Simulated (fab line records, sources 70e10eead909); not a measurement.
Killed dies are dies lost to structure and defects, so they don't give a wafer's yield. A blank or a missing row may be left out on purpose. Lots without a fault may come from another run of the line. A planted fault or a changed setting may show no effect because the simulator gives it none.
fab line records | flow nand_harc
record lots=6 wafers=17 last_day=33
route steps=1302 shown A_DECK1_JOINT@535 A_ONON_D2@545 END@1302
lots that met no fault: from a run of the same line without faults
start_h: hours from the record's first day to the start of the lot's first wafer shown | wait_h: hours since the lot's step before | " the same as in the row above | L1.1+2: a row that stands for several wafers | - no value, or no start given | * or withheld: withheld | < > ~ a bound
route shown NAME@n: a module of which the file shows steps, and the number in the route of the first | usual: mean/standard deviation of fault-free wafers | same: alike in all rows | chamber/n: place in a boat | sites: the reading at each site | _std_site: their standard deviation | _edge_site: outer sites' mean less inner sites' | radius_mm: how far each site lies from the wafer's centre | mask NAME#n: copy n | behind: the tool/chamber that last shaped the wafer | hold: why the lot was held/for how many hours/how that ended | device: the transistor (n, p or np) that didn't switch | end of line: the same wafers' tests at the end of the route | a step without rows: its recipe alone | killed: dies lost to structure and defects at the first sort, not the wafer's yield | map: a wafer's dies, x killed, . not, _ none there
set.NAME: the setting as run; set.NAME@STEP: as run at that earlier step | model.NAME: the simulator's own value behind a step, which no gauge read
lots at some steps of the route; a table a step, a row a wafer
services: from which hour (start_h, from the record's first day; less than 0 if before it) a tool's chamber was out of use, for how many hours, and why
## steps
# step NHARC_A_DECK1_JOINT_CURE_26
# recipe temp_c=150 time_s=32 pressure_atm=0.395
# step NHARC_A_DECK1_JOINT_ANNEAL_27
# recipe temp_c=400 time_s=3600 idle_temp_c=300 ramp_up_c_per_min=10 densification_p_h2o_torr=640
# step NHARC_A_DECK1_JOINT_ANNEAL_28
# recipe temp_c=500 time_s=1800 idle_temp_c=400 ramp_up_c_per_min=10 densification_p_h2o_torr=640
# step NHARC_A_DECK1_JOINT_ANNEAL_29
# recipe temp_c=750 time_s=1800 idle_temp_c=500 ramp_up_c_per_min=10 ramp_down_c_per_min=3
# step NHARC_A_DECK1_JOINT_CMP_02
# recipe material=SiOx
# usual motor_current_A=11.8/0.99 pad_life_wafers=164/91
# columns lot.wafer tool chamber start_h wait_h motor_current_A pad_life_wafers
L679.3 cmp-02 2 300.96 0.4 10.8 217
L679.1 " 3 " " 10.2 218
L679.4 " 0 " " 13.2 219
L691.3 cmp-02 2 414.93 0.5 10.6 277
L691.4 " 3 " " 10.7 278
L691.6 " 1 " " 11.2 -
L695.3 cmp-02 0 456.91 0.4 13.5 36
L695.4 " 2 " " 10.2 38
L694.3 cmp-04 1 456.93 0.4 12.6 144
L694.2 " 0 " " 10.9 147
L694.5 " 2 " " 12.2 -
L697.2 cmp-04 0 475.13 0.4 10.9 192
L697.3 " 3 " " 12.2 195
L697.6 " 0 " " 11.4 -
L699.2 cmp-04 0 501.73 0.4 11.1 283
L699.1 " 2 " " 11.9 285
L699.5 " 0 " " 10.8 -
# step NHARC_A_DECK1_JOINT_SRD_15
# step NHARC_A_DECK1_JOINT_DEP_16
# recipe target_thk_a=450 temp_c=400 pressure_torr=6.5 rf_w=900 teos_flow_sccm=161.4 flow_sccm=2650 target_thk_nm=45 gas=O2 material=SiO2
# usual heater_power_outer_w=301/70 heater_power_w=562/110 showerhead_vpp_V=1858/85 throttle_valve_pct=16.0/0.66
# columns lot.wafer tool chamber start_h wait_h heater_power_outer_w heater_power_w showerhead_vpp_V throttle_valve_pct
L679.1 pecvd-01 0 301.33 0.1 298 526 1864 15.0
L679.3 " 1 " " 316 530 1908 16.2
L679.4 " 0 " " 307 514 1884 15.0
L691.3 pecvd-03 0 415.36 0.1 231 502 1688 16.1
L691.6 " 1 " " 302 600 1945 15.4
L691.4 " 2 " " 408 799 1900 16.0
L695.3 pecvd-01 1 457.30 0.1 259 453 1960 16.3
L695.4 " 1 " " 251 451 1959 16.4
L694.3 pecvd-03 0 457.35 0.1 242 525 1674 15.9
L694.2 " 1 " " 292 573 1935 15.3
L694.5 " 0 " " 249 534 1702 16.0
L697.2 pecvd-03 0 475.53 0.1 296 595 1681 16.0
L697.3 " 2 " " 439 812 1879 16.2
L697.6 " 0 " " 301 599 1689 15.8
L699.1 pecvd-04 2 502.09 0.1 311 634 1836 16.7
L699.2 " 1 " " 278 526 1883 15.9
L699.5 " 0 " " 175 408 1782 17.0
# step NHARC_A_DECK1_JOINT_THK_MEAS_17
# recipe thk_meas_gauge=ellipsometry
# usual thk_nm=45.0/1.1
# columns lot.wafer tool chamber start_h wait_h thk_nm
L679.1 film_metro-02 - 301.61 0.2 43.5
L679.3 " - " " 45.1
L679.4 " - " " 44.1
L691.3 film_metro-01 - 415.58 0.2 46.8
L691.4 " - " " 47.0
L691.6 " - " " 46.5
L695.3 film_metro-01 - 457.59 0.3 44.2
L695.4 " - " " 43.9
L694.2 film_metro-02 - 457.60 0.2 45.5
L694.3 " - " " 45.2
L694.5 " - " " 46.3
L697.2 film_metro-02 - 475.84 0.3 45.2
L697.3 " - " " 44.4
L697.6 " - " " 45.4
L699.1 film_metro-01 - 502.37 0.3 43.4
L699.2 " - " " 44.7
L699.5 " - " " 46.2
# step NHARC_A_DECK1_JOINT_INSPECT_05
# usual raw_defect_count=319/150
# columns lot.wafer tool chamber start_h wait_h raw_defect_count
L679.1 defect_inspect-02 - 301.64 0.0 317
L679.3 " - " " 389
L679.4 " - " " 272
L691.3 defect_inspect-01 - 415.61 0.0 428
L691.4 " - " " 320
L691.6 " - " " 322
L695.3 defect_inspect-02 - 457.62 0.0 242
L695.4 " - " " 278
L694.2 defect_inspect-02 - 457.64 0.0 349
L694.3 " - " " 199
L694.5 " - " " 235
L697.2 defect_inspect-02 - 475.87 0.0 195
L697.3 " - " " 233
L697.6 " - " " 171
L699.1 defect_inspect-01 - 502.41 0.0 362
L699.2 " - " " 1027
L699.5 " - " " 627
# step NHARC_A_ONON_D2_DEP_00
# recipe target_thk_a=10000 n2_flow_sccm=2750 n2o_flow_sccm=2000 nh3_flow_sccm=500 sih4_flow_sccm=210 temp_c=400
# step NHARC_A_ONON_D2_THK_MEAS_02
# recipe thk_meas_gauge=ellipsometry
# usual thk_nm=1001/12
# columns lot.wafer tool chamber start_h wait_h thk_nm
L679.1 film_metro-01 - 302.22 - 1012
L679.3 " - " " 1012
L679.4 " - " " 1012
L691.3 film_metro-01 - 416.42 - 1001
L691.4 " - " " 999
L691.6 " - " " 1000
L695.3 film_metro-02 - 458.20 - 1006
L695.4 " - " " 1005
L694.2 film_metro-01 - 458.28 - 1010
L694.3 " - " " 1011
L694.5 " - " " 1010
L697.2 film_metro-01 - 476.45 - 996
L697.3 " - " " 997
L697.6 " - " " 997
L699.1 film_metro-01 - 502.98 - 1003
L699.2 " - " " 1003
L699.5 " - " " 1006
# step NHARC_A_ONON_D2_DEP_03
# recipe target_thk_a=10000 n2_flow_sccm=2750 n2o_flow_sccm=2000 nh3_flow_sccm=500 sih4_flow_sccm=210 temp_c=400
# columns lot.wafer tool chamber start_h wait_h
L679.1+3+4 pecvd_onon-01 0 302.27 0.1
L691.3+4+6 pecvd_onon-04 0 416.64 0.2
L695.3+4 pecvd_onon-04 0 458.37 0.2
L694.2+3+5 pecvd_onon-02 0 458.45 0.2
L697.2+3+6 pecvd_onon-04 0 476.57 0.1
L699.1+2+5 pecvd_onon-02 0 503.04 0.1
# step NHARC_A_ONON_D2_THK_MEAS_05
# recipe thk_meas_gauge=ellipsometry
# usual thk_nm=1000/10
# columns lot.wafer tool chamber start_h wait_h thk_nm
L679.1 film_metro-02 - 302.78 - 994
L679.3 " - " " 994
L679.4 " - " " 993
L691.3 film_metro-01 - 417.04 - 1010
L691.4 " - " " 1009
L691.6 " - " " 1008
L695.3 film_metro-02 - 458.77 - 1468
L695.4 " - " " 1019
L694.2 film_metro-01 - 458.90 - 981
L694.3 " - " " 980
L694.5 " - " " 980
L697.2 film_metro-02 - 477.03 - 991
L697.3 " - " " 1439
L697.6 " - " " 989
L699.1 film_metro-01 - 503.55 - 999
L699.2 " - " " 996
L699.5 " - " " 1000
# step NHARC_A_ONON_D2_DEP_06
# recipe target_thk_a=10000 n2_flow_sccm=2750 n2o_flow_sccm=2000 nh3_flow_sccm=500 sih4_flow_sccm=210 temp_c=400
# step NHARC_END_SORT_01
# recipe temp_c=25
# usual killed_at_array=58/15 killed_at_other=0.8/1.2 killed_at_periphery=3.5/2.5 killed_dies=62/15 killed_open=3.2/1.7 killed_short=2.4/1.5
# same gross_dies=677
# columns lot.wafer tool chamber start_h wait_h killed_at_array killed_at_other killed_at_periphery killed_dies killed_open killed_short
L679.1 prober-02 0 581.89 2.5 68 8 0 76 5 2
L679.3 prober-02 0 583.49 3.1 63 4 2 69 4 0
L679.4 prober-02 0 584.30 3.4 75 3 3 81 6 3
L695.3 prober-02 0 734.90 3.0 675 1 1 677 3 1
L695.4 prober-02 0 735.68 3.3 71 0 3 74 4 3
L694.2 prober-02 0 750.77 2.8 51 0 7 58 4 3
L694.3 prober-02 0 751.57 3.1 42 0 5 47 7 3
L694.5 prober-02 0 753.19 3.7 44 1 7 52 3 0
L697.3 prober-02 0 774.16 3.1 675 0 2 677 3 2
# killed by level:class
L679.1 A_CHANNEL_HOLE_D1:chamber_film_flake=31 A_CHANNEL_HOLE_D2:chamber_film_flake=21 THIN_TSV:chamber_film_flake=8 A_DECK1_JOINT:geometric_particle:open=3 A_CONTACT:chamber_film_flake=3 A_STAIRCASE:chamber_film_flake=2 A_WL_FILL:chamber_film_flake=2 A_ONON_D2:geometric_particle:open=1
L679.3 A_CHANNEL_HOLE_D1:chamber_film_flake=30 A_CHANNEL_HOLE_D2:chamber_film_flake=22 THIN_TSV:chamber_film_flake=4 A_CHANNEL_FILL_D1:chamber_film_flake=2 A_STAIRCASE:chamber_film_flake=2 A_WL_FILL:chamber_film_flake=2 P_CONTACT:geometric_particle:open=1 A_DECK1_JOINT:geometric_particle:open=1
L679.4 A_CHANNEL_HOLE_D2:chamber_film_flake=35 A_CHANNEL_HOLE_D1:chamber_film_flake=25 A_CHANNEL_FILL_D1:chamber_film_flake=3 THIN_TSV:chamber_film_flake=3 A_STAIRCASE:chamber_film_flake=3 A_ONON_D2:geometric_particle:open=2 P_CONTACT:geometric_particle:open=1 P_M0:geometric_particle:open=1
L695.3 A_ONON_D2:area_dep=615 A_SLIT:chamber_film_flake=25 A_CHANNEL_HOLE_D2:chamber_film_flake=15 A_CHANNEL_HOLE_D1:chamber_film_flake=5 A_CONTACT:chamber_film_flake=4 A_CHANNEL_FILL_D2:chamber_film_flake=3 A_STAIRCASE:chamber_film_flake=3 A_ZERO_WELL:chamber_film_flake=2
L695.4 A_SLIT:chamber_film_flake=31 A_CHANNEL_HOLE_D2:chamber_film_flake=15 A_CHANNEL_HOLE_D1:chamber_film_flake=9 A_CONTACT:chamber_film_flake=6 A_CHANNEL_FILL_D2:chamber_film_flake=3 A_ONON_D2:geometric_particle:short=2 P_CONTACT:geometric_particle:open=1 A_CHANNEL_FILL_D1:geometric_particle:open=1
L694.2 A_CHANNEL_HOLE_D1:chamber_film_flake=38 P_STI:chamber_film_flake=6 A_SLIT:chamber_film_flake=2 A_STAIRCASE:chamber_film_flake=2 A_ONON_D1:geometric_particle:open=1 A_ONON_D1:geometric_particle:short=1 A_CHANNEL_FILL_D1:geometric_particle:open=1 A_ONON_D2:geometric_particle:open=1
L694.3 A_CHANNEL_HOLE_D1:chamber_film_flake=26 P_STI:chamber_film_flake=3 A_SLIT:chamber_film_flake=3 A_CHANNEL_FILL_D1:geometric_particle:open=2 A_M0:geometric_particle:open=2 P_CONTACT:geometric_particle:open=1 A_SOURCE_PLATE:geometric_particle:short=1 A_ONON_D2:geometric_particle:open=1
L694.5 A_CHANNEL_HOLE_D1:chamber_film_flake=31 A_SLIT:chamber_film_flake=6 P_STI:chamber_film_flake=4 P_CONTACT:geometric_particle:open=3 A_WL_FILL:chamber_film_flake=2 A_CHANNEL_HOLE_D2:chamber_film_flake=1 A_STAIRCASE:chamber_film_flake=1 A_BLC:chamber_film_flake=1
L697.3 A_ONON_D2:area_dep=607 A_SLIT:chamber_film_flake=38 A_CHANNEL_HOLE_D1:chamber_film_flake=15 A_CHANNEL_HOLE_D2:chamber_film_flake=4 A_CHANNEL_FILL_D1:chamber_film_flake=3 A_WL_FILL:geometric_particle:open=2 P_ZERO_WELL:chamber_film_flake=2 A_CONTACT:chamber_film_flake=2
# map L695.3 (x killed, . not)
____________x____________
_________xxxxxxx_________
_______xxxxxxxxxxx_______
______xxxxxxxxxxxxx______
_____xxxxxxxxxxxxxxx_____
____xxxxxxxxxxxxxxxxx____
____xxxxxxxxxxxxxxxxx____
___xxxxxxxxxxxxxxxxxxx___
___xxxxxxxxxxxxxxxxxxx___
__xxxxxxxxxxxxxxxxxxxxx__
__xxxxxxxxxxxxxxxxxxxxx__
_xxxxxxxxxxxxxxxxxxxxxxx_
_xxxxxxxxxxxxxxxxxxxxxxx_
_xxxxxxxxxxxxxxxxxxxxxxx_
_xxxxxxxxxxxxxxxxxxxxxxx_
_xxxxxxxxxxxxxxxxxxxxxxx_
xxxxxxxxxxxxxxxxxxxxxxxxx
xxxxxxxxxxxxxxxxxxxxxxxxx
xxxxxxxxxxxxxxxxxxxxxxxxx
xxxxxxxxxxxxxxxxxxxxxxxxx
xxxxxxxxxxxxxxxxxxxxxxxxx
_xxxxxxxxxxxxxxxxxxxxxxx_
_xxxxxxxxxxxxxxxxxxxxxxx_
_xxxxxxxxxxxxxxxxxxxxxxx_
_xxxxxxxxxxxxxxxxxxxxxxx_
_xxxxxxxxxxxxxxxxxxxxxxx_
__xxxxxxxxxxxxxxxxxxxxx__
__xxxxxxxxxxxxxxxxxxxxx__
___xxxxxxxxxxxxxxxxxxx___
___xxxxxxxxxxxxxxxxxxx___
____xxxxxxxxxxxxxxxxx____
____xxxxxxxxxxxxxxxxx____
_____xxxxxxxxxxxxxxx_____
______xxxxxxxxxxxxx______
_______xxxxxxxxxxx_______
_________xxxxxxx_________
____________x____________
# map L697.3 (x killed, . not)
____________x____________
_________xxxxxxx_________
_______xxxxxxxxxxx_______
______xxxxxxxxxxxxx______
_____xxxxxxxxxxxxxxx_____
____xxxxxxxxxxxxxxxxx____
____xxxxxxxxxxxxxxxxx____
___xxxxxxxxxxxxxxxxxxx___
___xxxxxxxxxxxxxxxxxxx___
__xxxxxxxxxxxxxxxxxxxxx__
__xxxxxxxxxxxxxxxxxxxxx__
_xxxxxxxxxxxxxxxxxxxxxxx_
_xxxxxxxxxxxxxxxxxxxxxxx_
_xxxxxxxxxxxxxxxxxxxxxxx_
_xxxxxxxxxxxxxxxxxxxxxxx_
_xxxxxxxxxxxxxxxxxxxxxxx_
xxxxxxxxxxxxxxxxxxxxxxxxx
xxxxxxxxxxxxxxxxxxxxxxxxx
xxxxxxxxxxxxxxxxxxxxxxxxx
xxxxxxxxxxxxxxxxxxxxxxxxx
xxxxxxxxxxxxxxxxxxxxxxxxx
_xxxxxxxxxxxxxxxxxxxxxxx_
_xxxxxxxxxxxxxxxxxxxxxxx_
_xxxxxxxxxxxxxxxxxxxxxxx_
_xxxxxxxxxxxxxxxxxxxxxxx_
_xxxxxxxxxxxxxxxxxxxxxxx_
__xxxxxxxxxxxxxxxxxxxxx__
__xxxxxxxxxxxxxxxxxxxxx__
___xxxxxxxxxxxxxxxxxxx___
___xxxxxxxxxxxxxxxxxxx___
____xxxxxxxxxxxxxxxxx____
____xxxxxxxxxxxxxxxxx____
_____xxxxxxxxxxxxxxx_____
______xxxxxxxxxxxxx______
_______xxxxxxxxxxx_______
_________xxxxxxx_________
____________x____________
## services
# columns tool chamber start_h hours kind
pecvd-04 0 299.45 1.9 repair
cmp-04 - 302.78 13.3 repair
cmp-02 - 310.13 2.6 repair
pecvd-01 - 311.23 13.0 pm
pecvd_onon-04 - 311.33 13.0 pm
cmp-04 - 316.11 4.0 pm
cmp-02 - 343.89 4.0 pm
pecvd-01 1 352.31 12.5 repair
cmp-04 - 363.76 0.6 repair
pecvd_onon-02 - 366.00 13.0 pm
pecvd-03 - 366.24 13.0 pm
cmp-02 - 398.22 1.2 repair
cmp-04 - 414.11 4.0 pm
cmp-04 - 420.61 3.7 repair
cmp-02 - 441.89 4.0 pm
pecvd-01 2 445.26 8.7 repair
pecvd-04 - 450.00 13.0 pm
pecvd_onon-01 - 450.37 13.0 pm
cmp-02 - 458.00 5.0 repair
cmp-04 - 482.93 1.0 repair
pecvd_onon-04 - 492.33 13.0 pm
pecvd-01 - 492.43 13.0 pm
cmp-04 - 497.36 1.3 repair
pecvd-03 - 501.58 6.1 repair
## key
first_sign step=NHARC_A_ONON_D2_THK_MEAS_05 reading=thk_nm direction=up sigmas=44 usual=1000 struck=1453
effect step=NHARC_END_SORT_01 reading=killed_dies direction=up sigmas=42 usual=62 struck=677
more_kills_born_at NHARC_A_ONON_D2_DEP_03@pecvd_onon-04=1222
met_at NHARC_A_ONON_D2_DEP_03
struck_wafers L695.3,L697.3
later_rows_left_out L695.3,L697.3
tester_left_out L695,L697
onset_between 416.64 458.37
fault kind=process_parameter_drift tool=pecvd_onon-04 chamber=- onset_h=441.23 steps=NHARC_A_ONON_D2_DEP_03 channel=target_thk_a offset=* shape=step end_h=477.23 scope=struck_wafers_only acts_in=* stated=*
# tester_left_out: of these lots the tester's yield and bins aren't shown, on N5 and GAA mostly nor the transistor test; their killed dies are dies lost to structure and defects alone, not to doping, threshold or leakage, so they don't give the yield
# later_rows_left_out: the simulator's readings of these wafers behind a module that went badly wrong aren't trusted and aren't shown, but for the sort
